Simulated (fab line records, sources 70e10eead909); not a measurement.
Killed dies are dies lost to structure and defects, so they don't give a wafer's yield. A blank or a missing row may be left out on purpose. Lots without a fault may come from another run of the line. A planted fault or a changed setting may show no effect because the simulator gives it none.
fab line records | flow nand_harc
record lots=6 wafers=18 last_day=34
route steps=1302 shown P_M1@290
lots that met no fault: from a run of the same line without faults
start_h: hours from the record's first day to the start of the lot's first wafer shown | wait_h: hours since the lot's step before | " the same as in the row above | L1.1+2: a row that stands for several wafers | - no value, or no start given | * or withheld: withheld | < > ~ a bound
route shown NAME@n: a module of which the file shows steps, and the number in the route of the first | usual: mean/standard deviation of fault-free wafers | same: alike in all rows | chamber/n: place in a boat | sites: the reading at each site | _std_site: their standard deviation | _edge_site: outer sites' mean less inner sites' | radius_mm: how far each site lies from the wafer's centre | mask NAME#n: copy n | behind: the tool/chamber that last shaped the wafer | hold: why the lot was held/for how many hours/how that ended | device: the transistor (n, p or np) that didn't switch | end of line: the same wafers' tests at the end of the route | a step without rows: its recipe alone | killed: dies lost to structure and defects at the first sort, not the wafer's yield | map: a wafer's dies, x killed, . not, _ none there
set.NAME: the setting as run; set.NAME@STEP: as run at that earlier step | model.NAME: the simulator's own value behind a step, which no gauge read
lots at some steps of the route; a table a step, a row a wafer
services: from which hour (start_h, from the record's first day; less than 0 if before it) a tool's chamber was out of use, for how many hours, and why
## steps
# step NHARC_P_M1_SOFTBAKE_04
# recipe temp_c=105 time_s=55
# step NHARC_P_M1_EBR_05
# step NHARC_P_M1_EXPOSE_06
# recipe na=1.35 target_cd_nm=130 dose_mj=81.88 mask_id=P_M1
# step NHARC_P_M1_PEB_07
# recipe peb_temp_c=100 peb_time_s=65
# step NHARC_P_M1_DEVELOP_08
# recipe develop_time_s=35 dev_temp_c=23
# step NHARC_P_M1_CD_MEAS_09
# recipe target_cd_nm=130 landing_energy_ev=500
# usual cd_nm=130.0/0.45
# columns lot.wafer tool chamber start_h wait_h cd_nm
L905.2 cd_sem-01 0 157.52 - 129.8
L905.3 " 0 " " 130.1
L905.6 " 0 " " 130.1
L909.1 cd_sem-03 0 184.93 - 129.5
L909.2 " 0 " " 129.5
L909.4 " 0 " " 130.0
L910.1 cd_sem-03 0 189.38 - 129.9
L910.2 " 0 " " 129.9
L910.6 " 0 " " 129.7
L919.1 cd_sem-02 0 287.61 - 129.6
L919.3 " 0 " " 129.6
L919.5 " 0 " " 130.3
L925.3 cd_sem-02 0 343.91 - 129.6
L925.4 " 0 " " 129.4
L925.6 " 0 " " 129.1
L926.1 cd_sem-03 0 357.69 - 130.2
L926.3 " 0 " " 130.6
L926.5 " 0 " " 129.8
# step NHARC_P_M1_OVL_MEAS_10
# recipe pitch_nm=260
# usual overlay_x_nm=0.1/0.81 overlay_y_nm=0.0/0.84
# columns lot.wafer tool chamber start_h wait_h overlay_x_nm overlay_y_nm
L905.2 overlay-01 - 157.60 - -0.5 -1.0
L905.3 " - " " 0.4 -0.5
L905.6 " - " " 0.2 -0.2
L909.1 overlay-02 - 185.01 - 0.1 -0.2
L909.2 " - " " -0.2 -0.7
L909.4 " - " " 0.7 -0.1
L910.1 overlay-02 - 189.47 - 2.0 2.4
L910.2 " - " " 2.5 2.2
L910.6 " - " " 2.2 2.3
L919.1 overlay-02 - 287.70 - 0.3 -1.5
L919.3 " - " " -0.2 -1.0
L919.5 " - " " 0.6 -1.4
L925.3 overlay-01 - 344.00 - -0.9 -0.6
L925.4 " - " " -0.8 -1.8
L925.6 " - " " -0.8 -1.1
L926.1 overlay-02 - 357.78 - 0.9 1.3
L926.3 " - " " 0.6 1.6
L926.5 " - " " 1.0 1.2
# step NHARC_P_M1_INSPECT_11
# usual raw_defect_count=4.7/2.6
# columns lot.wafer tool chamber start_h wait_h raw_defect_count
L905.2 defect_inspect-01 - 157.64 0.0 12
L905.3 " - " " 8
L905.6 " - " " 6
L909.1 defect_inspect-01 - 185.05 0.0 4
L909.2 " - " " 2
L909.4 " - " " 4
L910.1 defect_inspect-01 - 189.51 0.0 8
L910.2 " - " " 8
L910.6 " - " " 7
L919.1 defect_inspect-02 - 287.73 0.0 4
L919.3 " - " " 5
L919.5 " - " " 8
L925.3 defect_inspect-02 - 344.03 0.0 2
L925.4 " - " " 6
L925.6 " - " " 6
L926.1 defect_inspect-02 - 357.81 0.0 0
L926.3 " - " " 11
L926.5 " - " " 4
# step NHARC_P_M1_DESCUM_14
# recipe time_s=3 o2_flow_sccm=200 ar_flow_sccm=0 bias_power_w=0 chemistry=O2
# usual chamber_pressure_mTorr=60.01/0.053 drypump_motor_current_A=5.4/0.47 oes_product_au=1.000/0.0069 rf_vpp_V=57.6/0.81 showerhead_plenum_p_Torr=1.88/0.071 throttle_valve_pct=11.309/0.0088
# same time_s=3
# columns lot.wafer tool chamber start_h wait_h chamber_pressure_mTorr drypump_motor_current_A oes_product_au rf_hours_counter_h rf_vpp_V showerhead_plenum_p_Torr throttle_valve_pct
L905.2 rie_diel-06 0 157.71 0.1 59.94 5.6 0.999 2 56.8 1.90 11.312
L905.3 " 1 " " 59.94 6.2 0.988 1 56.8 1.78 11.319
L905.6 " 3 " " 59.95 5.1 0.997 - 57.4 1.85 11.298
L909.4 rie_diel-06 2 185.11 0.1 59.93 5.0 1.000 4 57.2 1.83 11.304
L909.1 " 3 " " 60.04 5.0 0.996 4 57.9 1.85 11.322
L909.2 " 0 " " 60.06 5.6 0.990 4 58.0 1.90 11.306
L910.2 rie_diel-06 3 189.59 0.1 59.95 5.1 1.005 4 56.9 1.85 11.314
L910.1 " 0 " " 60.11 5.6 1.004 4 56.8 1.90 11.316
L910.6 " 2 " " 59.98 5.0 1.006 - 56.4 1.83 11.324
L919.3 rie_diel-06 0 287.79 0.1 59.98 5.6 0.995 12 57.5 1.90 11.290
L919.1 " 3 " " 59.97 5.1 0.990 13 59.5 1.84 11.317
L919.5 " 1 " " 60.01 6.2 0.998 - 56.6 1.77 11.317
L925.3 rie_diel-11 2 344.12 0.1 60.01 5.7 1.007 7 58.0 1.80 11.305
L925.6 " 3 " " 59.97 5.5 1.004 - 57.3 1.89 11.305
L925.4 " 0 " " 59.97 4.9 1.006 - 57.5 1.99 11.308
L926.3 rie_diel-11 3 357.88 0.1 59.89 5.5 0.999 7 56.9 1.89 11.311
L926.1 " 1 " " 60.00 4.7 0.999 5 58.6 1.99 11.310
L926.5 " 2 " " 59.97 5.7 0.996 - 57.7 1.80 11.321
# step NHARC_P_M1_ETCH_35
# recipe target_depth_a=400 overetch_a=120 time_s=43.94 ion_energy_ev=200 n2_flow_sccm=150 h2_flow_sccm=150 ar_flow_sccm=0 rf_w=400 bias_w=150 chemistry=N2/H2
# usual chamber_pressure_mTorr=30.003/0.026 drypump_motor_current_A=5.4/0.48 h2_flow_sccm=150.0/0.46 oes_product_au=1.001/0.0072 rf_vpp_V=429.7/2.3 showerhead_plenum_p_Torr=2.01/0.078 throttle_valve_pct=14.172/0.008
# same time_s=43.94
# columns lot.wafer tool chamber start_h wait_h chamber_pressure_mTorr drypump_motor_current_A h2_flow_sccm oes_product_au rf_hours_counter_h rf_vpp_V showerhead_plenum_p_Torr throttle_valve_pct
L905.2 rie_diel-06 2 157.79 0.1 29.980 4.9 149.9 1.002 2 427.7 1.95 14.172
L905.3 " 3 " " 30.007 5.0 149.9 0.985 2 429.3 1.97 14.163
L905.6 " 2 " " 29.993 4.9 150.2 1.005 - 428.9 1.95 14.163
L909.2 rie_diel-06 3 185.20 0.1 29.962 5.1 150.6 1.007 4 428.8 1.97 14.175
L909.4 " 1 " " 30.073 6.2 149.9 1.001 3 427.0 1.89 14.179
L909.1 " 2 " " 29.979 5.0 151.0 1.005 4 427.6 1.95 14.175
L910.1 rie_diel-06 1 189.65 0.1 30.004 6.2 150.1 1.009 4 426.5 1.89 14.183
L910.2 " 2 " " 30.027 5.0 149.7 1.015 4 427.9 1.95 14.172
L910.6 " 1 " " 30.029 6.2 149.8 1.000 - 428.4 1.89 14.172
L919.1 rie_diel-06 0 287.89 0.1 29.998 5.6 150.5 1.009 12 429.5 2.02 14.161
L919.3 " 1 " " 29.973 6.2 150.1 1.004 11 427.0 1.89 14.165
L919.5 " 2 " " 29.990 5.0 150.4 0.992 - 427.5 1.94 14.175
L925.3 rie_diel-11 3 344.21 0.1 29.969 5.5 149.9 1.007 6 429.6 2.02 14.179
L925.6 " 2 " " 29.971 5.8 150.3 1.005 - 426.3 1.92 14.178
L925.4 " 3 " " 30.030 5.5 150.2 1.002 - 430.6 2.02 14.163
L926.1 rie_diel-11 1 357.98 0.1 29.980 4.7 150.2 0.997 5 432.0 2.12 14.173
L926.3 " 2 " " 30.024 5.7 149.8 1.002 7 428.4 1.92 14.153
L926.5 " 2 " " 30.036 5.7 149.6 0.998 - 428.4 1.92 14.187
# step NHARC_P_M1_ETCH_15
# recipe target_depth_a=1825 time_s=91.2 c4f8_flow_sccm=withheld ar_flow_sccm=400 rf_w=600 bias_w=300 chemistry=C4F8/Ar
# usual chamber_pressure_mTorr=24.998/0.022 oes_product_au=0.959/0.018 rf_vpp_V=440.0/2.4
# same time_s=91.2
# columns lot.wafer tool chamber start_h wait_h chamber_pressure_mTorr oes_product_au rf_hours_counter_h rf_vpp_V
L905.3 rie_diel-06 0 - - 25.030 0.967 2 440.7
L905.2 " 3 " " 24.999 0.972 2 439.5
L905.6 " 0 " " 25.011 0.963 - 440.5
L909.4 rie_diel-06 3 - - 24.982 0.955 4 437.9
L909.1 " 0 " " 24.991 0.976 4 440.4
L909.2 " 1 " " 25.005 0.968 3 436.3
L910.2 rie_diel-06 3 - - 25.007 0.945 4 438.0
L910.1 " 0 " " 25.003 0.953 4 440.1
L910.6 " 0 " " 24.975 0.959 - 441.1
L919.3 rie_diel-06 2 - - 25.002 0.930 12 436.7
L919.1 " 3 " " 24.957 0.918 13 438.6
L919.5 " 2 " " 24.992 0.919 - 438.0
L925.3 rie_diel-11 2 - - 24.996 0.955 7 436.6
L925.4 " 0 " " 25.027 0.959 - 443.0
L925.6 " 2 " " 25.003 0.945 - 437.4
L926.1 rie_diel-11 3 - - 25.022 0.972 7 438.6
L926.3 " 1 " " 24.990 0.954 5 443.2
L926.5 " 1 " " 24.969 0.969 - 443.5
# step NHARC_P_M1_CD_MEAS_16
# usual cd_nm=129.7/0.6
# columns lot.wafer tool chamber start_h wait_h cd_nm
L905.2 cd_sem-01 - 158.01 - 129.7
L905.3 " - " " 129.4
L905.6 " - " " 129.8
L909.1 cd_sem-02 - 185.42 - 129.1
L909.2 " - " " 128.6
L909.4 " - " " 130.3
L910.1 cd_sem-01 - 189.87 - 129.8
L910.2 " - " " 130.2
L910.6 " - " " 130.5
L919.1 cd_sem-01 - 288.10 - 129.3
L919.3 " - " " 129.5
L919.5 " - " " 129.3
L925.3 cd_sem-02 - 344.45 - 129.5
L925.4 " - " " 128.9
L925.6 " - " " 128.5
L926.1 cd_sem-01 - 358.22 - 130.0
L926.3 " - " " 129.9
L926.5 " - " " 129.8
# step NHARC_P_M1_STRIP_18
# recipe power_w=1000 n2_flow_sccm=150 h2_flow_sccm=150 ar_flow_sccm=0 bias_w=0 chemistry=N2/H2
# usual bias_w=0/0 chamber_pressure_mTorr=30.00/0.032 drypump_motor_current_A=5.4/0.52 h2_flow_sccm=150.0/0.5 oes_product_au=1.001/0.0076 rf_vpp_V=90.7/0.86 showerhead_plenum_p_Torr=2.03/0.082 throttle_valve_pct=14.171/0.0087
# columns lot.wafer tool chamber start_h wait_h bias_w chamber_pressure_mTorr drypump_motor_current_A h2_flow_sccm oes_product_au rf_hours_counter_h rf_vpp_V showerhead_plenum_p_Torr throttle_valve_pct
L905.3 rie_diel-09 3 158.08 0.1 0 30.07 6.5 150.6 1.012 1 90.9 2.15 14.161
L905.2 " 0 " " 0 30.05 5.8 150.2 0.992 1 90.0 2.00 14.170
L905.6 " 3 " " 0 30.12 6.4 149.6 1.008 - 92.4 2.15 14.182
L909.2 rie_diel-06 0 185.52 0.1 - - - - - - - - -
L909.4 " 1 " " - - - - - - - - -
L909.1 " 2 " " - - - - - - - - -
L910.1 rie_diel-09 2 189.95 0.1 - - - - - - - - -
L910.2 " 3 " " - - - - - - - - -
L910.6 " 3 " " - - - - - - - - -
L919.1 rie_diel-11 3 288.20 0.1 0 29.99 5.5 149.3 1.007 2 89.8 2.02 14.157
L919.3 " 0 " " 0 29.96 4.9 150.1 0.994 2 91.8 2.12 14.179
L919.5 " 2 " " 0 30.02 5.8 150.2 1.004 - 90.2 1.92 14.178
L925.3 rie_diel-11 0 344.59 0.1 0 29.96 4.9 150.1 1.009 7 90.3 2.12 14.169
L925.6 " 2 " " 0 30.02 5.7 150.2 1.002 - 90.5 1.92 14.153
L925.4 " 3 " " 0 30.05 5.5 149.3 1.009 - 89.3 2.02 14.166
L926.1 rie_diel-11 1 358.33 0.1 0 30.01 4.7 150.0 1.000 5 89.5 2.12 14.182
L926.3 " 2 " " 0 30.00 5.7 150.2 1.005 7 88.9 1.92 14.167
L926.5 " 2 " " 0 30.02 5.8 150.3 0.998 - 89.5 1.92 14.179
# step NHARC_P_M1_ETCH_28
# recipe target_depth_a=300 over_etch_frac=0.3 time_s=72.99 ion_energy_ev=150 cf4_flow_sccm=50 n2_flow_sccm=100 ar_flow_sccm=150 rf_w=300 bias_w=100 chemistry=CF4/N2
# usual chamber_pressure_mTorr=29.998/0.027 drypump_motor_current_A=5.4/0.51 oes_product_au=1.002/0.0076 rf_vpp_V=314.0/1.8 showerhead_plenum_p_Torr=2.61/0.098 throttle_valve_pct=19.794/0.0081
# same time_s=72.99
# columns lot.wafer tool chamber start_h wait_h chamber_pressure_mTorr drypump_motor_current_A oes_product_au rf_hours_counter_h rf_vpp_V showerhead_plenum_p_Torr throttle_valve_pct
L905.3 rie_diel-09 3 - - 29.956 6.5 1.004 1 316.0 2.75 19.794
L905.2 " 2 " " 29.978 4.9 1.009 1 316.0 2.71 19.809
L905.6 " 3 " " 29.973 6.5 0.999 - 316.6 2.75 19.795
L909.4 rie_diel-06 3 185.73 0.2 29.994 5.1 0.993 4 312.8 2.54 19.791
L909.1 " 1 " " 30.024 6.2 0.986 3 311.2 2.45 19.790
L909.2 " 2 " " 30.074 5.0 0.988 4 311.8 2.52 19.786
L910.1 rie_diel-09 1 190.19 0.2 29.981 5.5 0.995 11 313.9 2.67 19.802
L910.2 " 3 " " 29.982 6.5 0.995 11 316.1 2.75 19.791
L910.6 " 0 " " 30.072 5.8 1.003 - 313.8 2.57 19.774
L919.3 rie_diel-11 1 - - 30.021 4.7 1.009 3 314.9 2.72 19.788
L919.1 " 2 " " 30.022 5.7 0.993 3 312.3 2.49 19.799
L919.5 " 1 " " 29.987 4.7 1.012 - 315.9 2.72 19.810
L925.3 rie_diel-11 3 - - 29.987 5.5 0.998 7 313.2 2.60 19.788
L925.4 " 3 " " 30.000 5.6 1.001 - 313.6 2.60 19.795
L925.6 " 2 " " 30.019 5.7 1.016 - 312.2 2.48 19.784
L926.3 rie_diel-11 2 - - 29.981 5.7 1.002 7 313.1 2.48 19.790
L926.1 " 3 " " 30.015 5.5 0.999 7 314.0 2.60 19.799
L926.5 " 3 " " 29.970 5.5 1.001 - 314.1 2.60 19.786
## services
# columns tool chamber start_h hours kind
rie_diel-06 0 139.20 - clean
rie_diel-06 1 139.20 - clean
rie_diel-06 2 139.20 - clean
rie_diel-06 3 139.20 - clean
rie_diel-09 - 143.45 9.0 pm
rie_diel-06 1 146.76 2.1 repair
rie_diel-06 0 163.70 - clean
rie_diel-06 1 163.70 - clean
rie_diel-06 2 163.70 - clean
rie_diel-06 3 163.70 - clean
rie_diel-09 0 169.92 1.6 repair
rie_diel-06 0 188.20 - clean
rie_diel-06 1 188.20 - clean
rie_diel-06 3 202.62 7.1 repair
rie_diel-11 2 209.29 5.0 repair
rie_diel-11 - 226.63 0.5 repair
rie_diel-11 - 255.50 9.0 pm
rie_diel-06 0 274.91 2.4 repair
rie_diel-06 0 302.42 5.1 repair
rie_diel-11 1 304.75 4.0 repair
rie_diel-06 - 307.20 9.0 pm
rie_diel-11 1 319.03 32.4 repair
rie_diel-09 - 320.53 9.0 pm
rie_diel-11 0 356.24 16.3 repair
## key
first_sign step=NHARC_P_M1_STRIP_18 reading=tool_record direction=missing
effect none on later readings
met_at NHARC_P_M1_STRIP_18
struck_wafers L909.1,L909.2,L909.4,L910.1,L910.2,L910.6
later_rows_left_out L909.1,L909.2,L909.4,L910.1,L910.2,L910.6
sort_left_out L909.1,L909.2,L909.4,L910.1,L910.2,L910.6
onset_between 158.08 185.52
fault kind=skipped_step_whole tool=rie_diel-06,rie_diel-09 chamber=- onset_h=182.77 steps=NHARC_P_M1_STRIP_18 scope=struck_lots_only
# sort_left_out: the simulated sort isn't trusted on such a fault, so these wafers' sort isn't shown, and their yield isn't known
# later_rows_left_out: the simulator's readings of these wafers behind a module that went badly wrong aren't trusted and aren't shown, but for the sort
